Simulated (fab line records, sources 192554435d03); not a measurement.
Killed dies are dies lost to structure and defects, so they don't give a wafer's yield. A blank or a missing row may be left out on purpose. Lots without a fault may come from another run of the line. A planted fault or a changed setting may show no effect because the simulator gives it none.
fab line records | flow n5_finfet
record lots=7 wafers=21
route steps=1938 shown BEOL_M6@1239 BEOL_M8@1362 BEOL_M9@1425
start_h: hours from the record's first day to the start of the lot's first wafer shown | wait_h: hours since the lot's step before | " the same as in the row above | L1.1+2: a row that stands for several wafers | - no value, or no start given | * or withheld: withheld | < > ~ a bound
route shown NAME@n: a module of which the file shows steps, and the number in the route of the first | usual: mean/standard deviation of fault-free wafers | same: alike in all rows | chamber/n: place in a boat | sites: the reading at each site | _std_site: their standard deviation | _edge_site: outer sites' mean less inner sites' | radius_mm: how far each site lies from the wafer's centre | mask NAME#n: copy n | behind: the tool/chamber that last shaped the wafer | hold: why the lot was held/for how many hours/how that ended | device: the transistor (n, p or np) that didn't switch | end of line: the same wafers' tests at the end of the route | a step without rows: its recipe alone | killed: dies lost to structure and defects at the first sort, not the wafer's yield | map: a wafer's dies, x killed, . not, _ none there
set.NAME: the setting as run; set.NAME@STEP: as run at that earlier step | model.NAME: the simulator's own value behind a step, which no gauge read
lots whose settings were changed on purpose; a table a step, a row a wafer
## steps
# step N5_BEOL_M6_TRENCH_ETCH_37
# recipe chemistry=C4F6/O2 target_depth_a=944.35 target=SiCOH_lowk time_s=31.5 ion_energy_ev=250 pressure_mtorr=30 source_w=345 bias_w=185 Ar_flow_sccm=300 C4F6_flow_sccm=10 O2_flow_sccm=10
# columns lot.wafer tool chamber start_h wait_h set.time_s model.etch.depth_nm model.BEOL_M6.feature_depth_nm model.TiN_of_BEOL_M6_HM_DEP_02.thk_nm
L076.1 rie_diel-05 3 - - 31.5 93.14 93.2 17.6
L076.2 " 2 " " 31.5 92.57 92.6 17.4
L076.6 " 1 " " 31.5 94.38 94.4 17.4
L082.2 rie_diel-05 2 - - 31.5 93.05 93 17.2
L082.3 " 3 " " 31.5 93.72 93.8 17.2
L082.4 " 1 " " 31.5 93.04 93 17.4
L089.2 rie_diel-05 3 - - 31.5 94.69 94.6 17.6
L089.3 " 0 " " 25.15 75.62 75.6 18.2
L089.5 " 3 " " 31.5 94.29 94.2 17.6
L087.2 rie_diel-05 3 - - 36.44 110.7 110.6 16.8
L087.3 " 1 " " 31.5 94.95 95 17.2
L087.6 " 0 " " 31.5 94.79 94.8 17.4
L092.1 rie_diel-01 3 - - 28.76 86.01 86 17.4
L092.3 " 0 " " 31.5 94.64 94.6 17.2
L092.6 " 0 " " 31.5 94.49 94.4 17
L094.1 rie_diel-04 0 - - 31.5 93.97 94 17.4
L094.3 " 3 " " 36.36 109.4 109.4 17.2
L094.4 " 1 " " 31.5 94.63 94.6 17.4
L097.1 rie_diel-01 1 - - 33.49 99.22 99.2 17
L097.3 " 3 " " 31.5 94.04 94 17.2
L097.5 " 2 " " 31.5 96.04 96 17.2
# step N5_BEOL_M6_ETCH_41
# recipe chemistry=CH3F/O2 target=SiCN target_depth_a=297 taper_deg=2 time_s=52 ion_energy_ev=120 mask_material=TiN pressure_mtorr=30 source_w=395 bias_w=75 Ar_flow_sccm=150 CH3F_flow_sccm=30 O2_flow_sccm=20
# step N5_BEOL_M6_STRIP_80
# recipe chemistry=N2/H2 time_s=10 power_w=450 temp_c=40 pressure_mtorr=20 rf_frequency_hz=6e+07 bias_power_w=7 n2_flow_sccm=200 h2_flow_sccm=200
# step N5_BEOL_M6_OCD_MEAS_38
# usual trench_depth_nm=94.1/1.3
# columns lot.wafer tool chamber start_h wait_h set.time_s@BEOL_M6_TRENCH_ETCH_37 trench_depth_nm
L076.1 ocd-01 - 214.89 - 31.5 93.3
L076.2 " - " " 31.5 92.8
L076.6 " - " " 31.5 94.5
L082.2 ocd-02 - 271.16 - 31.5 93.0
L082.3 " - " " 31.5 93.5
L082.4 " - " " 31.5 93.2
L089.2 ocd-01 - 316.22 - 31.5 95.0
L089.3 " - " " 25.15 75.9
L089.5 " - " " 31.5 94.5
L087.2 ocd-02 - 323.25 - 36.44 110.3
L087.3 " - " " 31.5 95.6
L087.6 " - " " 31.5 94.7
L092.1 ocd-01 - 350.65 - 28.76 86.1
L092.3 " - " " 31.5 95.2
L092.6 " - " " 31.5 94.1
L094.1 ocd-01 - 353.91 - 31.5 94.5
L094.3 " - " " 36.36 109.4
L094.4 " - " " 31.5 94.9
L097.1 ocd-02 - 368.57 - 33.49 98.8
L097.3 " - " " 31.5 94.2
L097.5 " - " " 31.5 96.2
# step N5_BEOL_M6_HM_STRIP_39
# recipe chemistry=peroxide_tin_strip material=TiN target_depth_a=250 temp_c=50 time_s=158
# step N5_BEOL_M6_SRD_40
# recipe time_s=30 temp_c=23 rinse_liquid=diw dry=ipa_marangoni
# step N5_BEOL_M6_ECD_50
# recipe material=Cu target_thk_a=3000
# step N5_BEOL_M6_ANNEAL_51
# recipe temp_c=225 time_s=90 ambient=N2
# step N5_BEOL_M6_CMP_52
# recipe stop_on=SiCOH_lowk t_overpolish_s=6.9 down_force_psi=1 platen_rpm=50 clearing_platen_down_force_psi=1.5 clearing_platen_rpm=50 post_cmp_clean=cu_alkaline target_thk_nm=80 clearing_platen_pad_velocity_m_s=0.99484 pad_velocity_m_s=0.99484
# columns lot.wafer tool chamber start_h wait_h set.time_s@BEOL_M6_TRENCH_ETCH_37 model.Cu_of_BEOL_M6_ECD_50.thk_nm
L076.2 cmp-02 1 217.21 0.2 31.5 78.4
L076.1 " 3 " " 31.5 79.4
L076.6 " 1 " " 31.5 80.8
L082.4 cmp-01 0 274.56 0.1 31.5 78.6
L082.3 " 2 " " 31.5 79.2
L082.2 " 3 " " 31.5 78.2
L089.3 cmp-03 2 319.95 0.2 25.15 62.4
L089.2 " 1 " " 31.5 79.4
L089.5 " 3 " " 31.5 78.8
L087.3 cmp-02 0 326.06 0.2 31.5 79.6
L087.2 " 2 " " 36.44 94.6
L087.6 " 3 " " 31.5 79.8
L092.1 cmp-03 2 354.74 0.3 28.76 72.8
L092.3 " 0 " " 31.5 79.2
L092.6 " 3 " " 31.5 79.8
L094.4 cmp-02 1 356.51 0.1 31.5 79.6
L094.3 " 2 " " 36.36 95
L094.1 " 0 " " 31.5 79.2
L097.1 cmp-02 0 371.03 0.3 33.49 84
L097.3 " 3 " " 31.5 78.4
L097.5 " 1 " " 31.5 80
# step N5_BEOL_M6_THK_MEAS_53
# recipe thk_meas_gauge=xrf reads=Cu_of_BEOL_M6_ECD_50
# usual M6_THK=78.7/1.6
# columns lot.wafer tool chamber start_h wait_h set.time_s@BEOL_M6_TRENCH_ETCH_37 M6_THK[nm]
L076.1 film_metro-02 - 217.46 - 31.5 77.8
L076.2 " - " " 31.5 77.6
L076.6 " - " " 31.5 79.3
L082.2 film_metro-02 - 274.85 - 31.5 77.2
L082.3 " - " " 31.5 78.0
L082.4 " - " " 31.5 77.7
L089.2 film_metro-02 - 320.25 - 31.5 78.6
L089.3 " - " " 25.15 62.0
L089.5 " - " " 31.5 78.2
L087.2 film_metro-02 - 326.32 - 36.44 92.9
L087.3 " - " " 31.5 78.3
L087.6 " - " " 31.5 78.6
L092.1 film_metro-02 - 355.03 - 28.76 72.8
L092.3 " - " " 31.5 79.0
L092.6 " - " " 31.5 80.1
L094.1 film_metro-02 - 356.80 - 31.5 78.5
L094.3 " - " " 36.36 94.6
L094.4 " - " " 31.5 79.3
L097.1 film_metro-02 - 371.33 - 33.49 83.1
L097.3 " - " " 31.5 77.8
L097.5 " - " " 31.5 79.2
# step N5_BEOL_M6_PRE_CLEAN_55
# recipe gas=NH3 time_s=15 temp_c=withheld rf_power_w=300
# step N5_BEOL_M6_DEP_56
# recipe material=SiCN target_thk_a=100 temp_c=withheld precursor=3MS/NH3 pressure_torr=3 rf_w=202 time_s=17.5
# step N5_BEOL_M6_RS_MEAS_57
# recipe thk_meas_gauge=four-point-probe reads=Cu_of_BEOL_M6_ECD_50+Co_of_BEOL_M6_CVD_78+TaN_of_BEOL_M6_ALD_77
# usual M6_RS=0.288/0.0064
# columns lot.wafer tool chamber start_h wait_h set.time_s@BEOL_M6_TRENCH_ETCH_37 M6_RS[ohm/sq]
L076.1 film_metro-01 - 217.60 0.1 31.5 0.288
L076.2 " - " " 31.5 0.293
L076.6 " - " " 31.5 0.282
L082.2 film_metro-02 - 274.98 0.1 31.5 0.294
L082.3 " - " " 31.5 0.289
L082.4 " - " " 31.5 0.291
L089.2 film_metro-01 - 320.41 0.1 31.5 0.289
L089.3 " - " " 25.15 0.385
L089.5 " - " " 31.5 0.291
L087.2 film_metro-02 - 326.45 0.1 36.44 0.235
L087.3 " - " " 31.5 0.287
L087.6 " - " " 31.5 0.287
L092.1 film_metro-01 - 355.16 0.1 28.76 0.320
L092.3 " - " " 31.5 0.290
L092.6 " - " " 31.5 0.287
L094.1 film_metro-01 - 356.94 0.1 31.5 0.289
L094.3 " - " " 36.36 0.234
L094.4 " - " " 31.5 0.287
L097.1 film_metro-02 - 371.46 0.1 33.49 0.270
L097.3 " - " " 31.5 0.292
L097.5 " - " " 31.5 0.286
# step N5_BEOL_M8_EXPOSE_25
# recipe mask_id=V7 na=0.33 source_shape=annular sigma_inner=0.4 sigma_outer=0.8 polarization=unpolarized target_cd_nm=40 dose_mj=42.5
# columns lot.wafer tool chamber start_h wait_h mask set.dose_mj
L076.1+2+6 euv_scanner-01 0 238.20 - V7#0 42.5
L082.2+3+4 euv_scanner-01 0 285.42 - V7#0 42.5
L089.2+3 euv_scanner-01 0 333.26 - V7#0 45.48
L089.5 " 0 " " V7#0 42.5
L087.2+6 euv_scanner-02 0 340.52 - V7#0 40.32
L087.3 " 0 " " V7#0 42.5
L092.1+3 euv_scanner-01 0 367.76 - V7#0 39.54
L092.6 " 0 " " V7#0 42.5
L094.1+3+4 euv_scanner-01 0 372.66 - V7#0 42.5
L097.1+5 euv_scanner-01 0 385.14 - V7#0 42.5
L097.3 " 0 " " V7#0 44.23
# step N5_BEOL_M8_PEB_26
# recipe peb_temp_c=100 peb_time_s=60 resist=CAR-EUV
# step N5_BEOL_M8_DEVELOP_27
# recipe develop_time_s=30 developer=TMAH resist=CAR-EUV rinse_liquid=surfactant_rinse dry=air_spin dev_temp_c=23
# step N5_BEOL_M8_CD_MEAS_28
# recipe target_cd_nm=40 landing_energy_ev=500 detector=se_inlens
# usual cd_nm=39.96/0.19
# columns lot.wafer tool chamber start_h wait_h set.dose_mj@BEOL_M8_EXPOSE_25 cd_nm
L076.1 cd_sem-01 0 238.33 - 42.5 40.24
L076.2 " 0 " " 42.5 39.91
L076.6 " 0 " " 42.5 40.18
L082.2 cd_sem-01 0 285.55 - 42.5 40.07
L082.3 " 0 " " 42.5 40.13
L082.4 " 0 " " 42.5 40.18
L089.2 cd_sem-01 0 333.38 - 45.48 41.42
L089.3 " 0 " " 45.48 41.16
L089.5 " 0 " " 42.5 39.75
L087.2 cd_sem-01 0 340.64 - 40.32 39.00
L087.3 " 0 " " 42.5 40.11
L087.6 " 0 " " 40.32 39.00
L092.1 cd_sem-01 0 367.89 - 39.54 38.44
L092.3 " 0 " " 39.54 38.47
L092.6 " 0 " " 42.5 39.90
L094.1 cd_sem-01 0 372.80 - 42.5 39.85
L094.3 " 0 " " 42.5 40.03
L094.4 " 0 " " 42.5 40.20
L097.1 cd_sem-01 0 385.27 - 42.5 39.92
L097.3 " 0 " " 44.23 40.69
L097.5 " 0 " " 42.5 39.85
# step N5_BEOL_M8_DESCUM_33
# recipe chemistry=O2 time_s=7 source_power_w=50 bias_power_w=20 pressure_mtorr=20 rf_frequency_hz=2.712e+07 temp_c=40 resist=CAR-EUV o2_flow_sccm=225
# columns lot.wafer tool chamber start_h wait_h set.time_s set.dose_mj@BEOL_M8_EXPOSE_25 model.BEOL_M8.cd_nm model.CAR-EUV_of_BEOL_M8_COAT_22.thk_nm
L076.1 rie_diel-01 0 238.59 0.2 7 42.5 40.2 26.2
L076.2 " 3 " " 7 42.5 39.8 26
L076.6 " 0 " " 7.876 42.5 40.2 25.8
L082.2+3 rie_diel-04 1,3 285.84 0.2 7 42.5 40 26.2
L082.4 " 2 " " 7 42.5 39.8 26.2
L089.2+3 rie_diel-04 3,2 333.77 0.3 7 45.48 41.4 26
L089.5 " 1 " " 7 42.5 40 26
L087.2 rie_diel-05 1 340.77 0.0 5.831 40.32 38.8 26.8
L087.3 " 2 " " 7 42.5 40 26.2
L087.6 " 2 " " 5.831 40.32 38.6 26.6
L092.1 rie_diel-04 1 368.02 0.0 7 39.54 38.6 26.2
L092.3 " 0 " " 7 39.54 38.4 26.2
L092.6 " 2 " " 7 42.5 40 26.2
L094.1+3 rie_diel-01 3,1 373.17 0.3 7 42.5 39.8 26
L094.4 " 2 " " 7 42.5 40 26.2
L097.1 rie_diel-01 2 385.47 0.1 7 42.5 40 26
L097.3 " 0 " " 7 44.23 40.6 26.2
L097.5 " 0 " " 6.314 42.5 39.8 26.4
# step N5_BEOL_M8_ETCH_72
# recipe chemistry=N2/H2 target=underlayer target_depth_a=65 mask_material=CAR-EUV time_s=5.2 ion_energy_ev=200 pressure_mtorr=30 source_w=840 bias_w=150 n2_flow_sccm=200 h2_flow_sccm=200 ends=cleared
# columns lot.wafer tool chamber start_h wait_h set.dose_mj@BEOL_M8_EXPOSE_25 set.time_s@BEOL_M8_DESCUM_33 model.BEOL_M8.cd_nm model.CAR-EUV_of_BEOL_M8_COAT_22.thk_nm
L076.1 rie_diel-01 0 238.63 0.0 42.5 7 40.2 20.4
L076.2 " 3 " " 42.5 7 39.8 20.4
L076.6 " 0 " " 42.5 7.876 40.2 20
L082.2+3 rie_diel-04 1,3 285.88 0.0 42.5 7 40 20.4
L082.4 " 2 " " 42.5 7 39.8 20.4
L089.2+3 rie_diel-04 3,2 333.81 0.0 45.48 7 41.4 20.2
L089.5 " 1 " " 42.5 7 40 20.4
L087.2 rie_diel-05 1 340.80 0.0 40.32 5.831 39 21
L087.3 " 2 " " 42.5 7 40 20.4
L087.6 " 2 " " 40.32 5.831 38.8 21
L092.1 rie_diel-04 1 368.05 0.0 39.54 7 38.6 20.4
L092.3 " 0 " " 39.54 7 38.4 20.4
L092.6 " 2 " " 42.5 7 40 20.4
L094.1+3 rie_diel-01 3,1 373.21 0.0 42.5 7 39.8 20.4
L094.4 " 2 " " 42.5 7 40 20.4
L097.1 rie_diel-01 2 385.50 0.0 42.5 7 40 20.4
L097.3 " 0 " " 44.23 7 40.6 20.4
L097.5 " 0 " " 42.5 6.314 39.8 20.8
# step N5_BEOL_M8_ETCH_65
# recipe chemistry=CF4 target=SiARC target_depth_a=156 mask_material=CAR-EUV time_s=26 ion_energy_ev=80 pressure_mtorr=40 source_w=545 bias_w=36 Ar_flow_sccm=100 cf4_flow_sccm=100 ends=cleared
# columns lot.wafer tool chamber start_h wait_h set.dose_mj@BEOL_M8_EXPOSE_25 set.time_s@BEOL_M8_DESCUM_33 model.BEOL_M8.cd_nm model.CAR-EUV_of_BEOL_M8_COAT_22.thk_nm
L076.1 rie_diel-01 0 238.64 0.0 42.5 7 40.2 11.2
L076.2 " 3 " " 42.5 7 40 11.2
L076.6 " 0 " " 42.5 7.876 40.2 10.8
L082.2+3+4 rie_diel-04 1,3,2 285.89 0.0 42.5 7 40 11.2
L089.2 rie_diel-04 3 333.82 0.0 45.48 7 41.6 11
L089.3 " 2 " " 45.48 7 41.4 11
L089.5 " 1 " " 42.5 7 40.2 11.2
L087.2 rie_diel-05 1 340.82 0.0 40.32 5.831 39 11.8
L087.3 " 2 " " 42.5 7 40 11.2
L087.6 " 2 " " 40.32 5.831 38.8 11.8
L092.1 rie_diel-04 1 368.07 0.0 39.54 7 38.6 11.2
L092.3 " 0 " " 39.54 7 38.4 11.2
L092.6 " 2 " " 42.5 7 40 11.2
L094.1 rie_diel-01 3 373.23 0.0 42.5 7 39.8 11.2
L094.3+4 " 1,2 " " 42.5 7 40 11.2
L097.1 rie_diel-01 2 385.52 0.0 42.5 7 40 11.2
L097.3 " 0 " " 44.23 7 40.4 11.2
L097.5 " 0 " " 42.5 6.314 39.8 11.4
# step N5_BEOL_M8_ETCH_66
# recipe chemistry=N2/H2 target=SOC target_depth_a=800 overetch_a=160 mask_material=SiARC temp_c=40 time_s=120 ion_energy_ev=200 pressure_mtorr=30 source_w=840 bias_w=150 n2_flow_sccm=200 h2_flow_sccm=200
# columns lot.wafer tool chamber start_h wait_h set.dose_mj@BEOL_M8_EXPOSE_25 model.BEOL_M8.cd_nm
L076.1+6 rie_diel-01 0 238.67 0.0 42.5 40.2
L076.2 " 3 " " 42.5 40
L082.2+3+4 rie_diel-04 1,3,2 285.92 0.0 42.5 39.8
L089.2+3 rie_diel-04 3,2 333.85 0.0 45.48 41.6
L089.5 " 1 " " 42.5 40
L087.2 rie_diel-05 1 340.84 0.0 40.32 39.2
L087.3 " 2 " " 42.5 40
L087.6 " 2 " " 40.32 38.6
L092.1 rie_diel-04 1 368.10 0.0 39.54 38.8
L092.3 " 0 " " 39.54 38.4
L092.6 " 2 " " 42.5 40.2
L094.1 rie_diel-01 3 373.25 0.0 42.5 40
L094.3+4 " 1,2 " " 42.5 39.8
L097.1 rie_diel-01 2 385.55 0.0 42.5 40
L097.3 " 0 " " 44.23 40.4
L097.5 " 0 " " 42.5 39.6
# step N5_BEOL_M9_COAT_63
# recipe resist=SOC temp_c=250 time_s=60 spin_rpm=1500 resist_thk_nm=60
# columns lot.wafer tool chamber start_h wait_h set.spin_rpm model.SOC_of_BEOL_M9_COAT_63.thk_nm
L076.1 litho_track-02 0 244.72 0.2 1500 59.8
L076.2 " 0 " " 1500 59.6
L076.6 " 0 " " 1500 60
L082.2+4 litho_track-01 0 294.91 1.1 1500 60
L082.3 " 0 " " 1500 59.8
L089.2 litho_track-01 0 342.70 0.3 1500 59.8
L089.3 " 0 " " 1405 61.6
L089.5 " 0 " " 1405 62
L087.2 litho_track-03 0 349.23 1.2 1500 59.8
L087.3+6 " 0 " " 1500 60
L092.1+6 litho_track-01 0 377.57 3.1 1500 59.8
L092.3 " 0 " " 1500 60
L094.1+3 litho_track-01 0 382.76 2.9 1594 58
L094.4 " 0 " " 1500 59.8
L097.1 litho_track-01 0 392.26 0.0 1500 60
L097.3+5 " 0 " " 1500 59.8
## key
split step=N5_BEOL_M6_TRENCH_ETCH_37 setting=time_s stated=31.5 by=wafer
response step=N5_BEOL_M6_TRENCH_ETCH_37 reading=model.etch.depth_nm change=+0.957 per=1% r=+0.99
response step=N5_BEOL_M6_TRENCH_ETCH_37 reading=model.BEOL_M6.feature_depth_nm change=+0.953 per=1% r=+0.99
response step=N5_BEOL_M6_TRENCH_ETCH_37 reading=model.TiN_of_BEOL_M6_HM_DEP_02.thk_nm change=-0.0267 per=1% r=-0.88
response step=N5_BEOL_M6_OCD_MEAS_38 reading=trench_depth_nm change=+0.935 per=1% r=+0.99
response step=N5_BEOL_M6_CMP_52 reading=model.Cu_of_BEOL_M6_ECD_50.thk_nm change=+0.894 per=1% r=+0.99
response step=N5_BEOL_M6_THK_MEAS_53 reading=M6_THK change=+0.881 per=1% r=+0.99
response step=N5_BEOL_M6_RS_MEAS_57 reading=M6_RS change=-0.00393 per=1% r=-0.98
split step=N5_BEOL_M8_EXPOSE_25 setting=dose_mj stated=42.5 by=wafer
response step=N5_BEOL_M8_CD_MEAS_28 reading=cd_nm change=+0.212 per=1% r=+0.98
response step=N5_BEOL_M8_DESCUM_33 reading=model.BEOL_M8.cd_nm change=+0.212 per=1% r=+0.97
response step=N5_BEOL_M8_ETCH_72 reading=model.BEOL_M8.cd_nm change=+0.205 per=1% r=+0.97
response step=N5_BEOL_M8_ETCH_65 reading=model.BEOL_M8.cd_nm change=+0.194 per=1% r=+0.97
response step=N5_BEOL_M8_ETCH_66 reading=model.BEOL_M8.cd_nm change=+0.217 per=1% r=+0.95
split step=N5_BEOL_M8_DESCUM_33 setting=time_s stated=7 by=wafer
response step=N5_BEOL_M8_DESCUM_33 reading=model.CAR-EUV_of_BEOL_M8_COAT_22.thk_nm change=-0.0283 per=1% r=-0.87
response step=N5_BEOL_M8_ETCH_72 reading=model.CAR-EUV_of_BEOL_M8_COAT_22.thk_nm change=-0.0356 per=1% r=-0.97
response step=N5_BEOL_M8_ETCH_65 reading=model.CAR-EUV_of_BEOL_M8_COAT_22.thk_nm change=-0.032 per=1% r=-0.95
split step=N5_BEOL_M9_COAT_63 setting=spin_rpm stated=1500 by=wafer
response step=N5_BEOL_M9_COAT_63 reading=model.SOC_of_BEOL_M9_COAT_63.thk_nm change=-0.302 per=1% r=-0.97
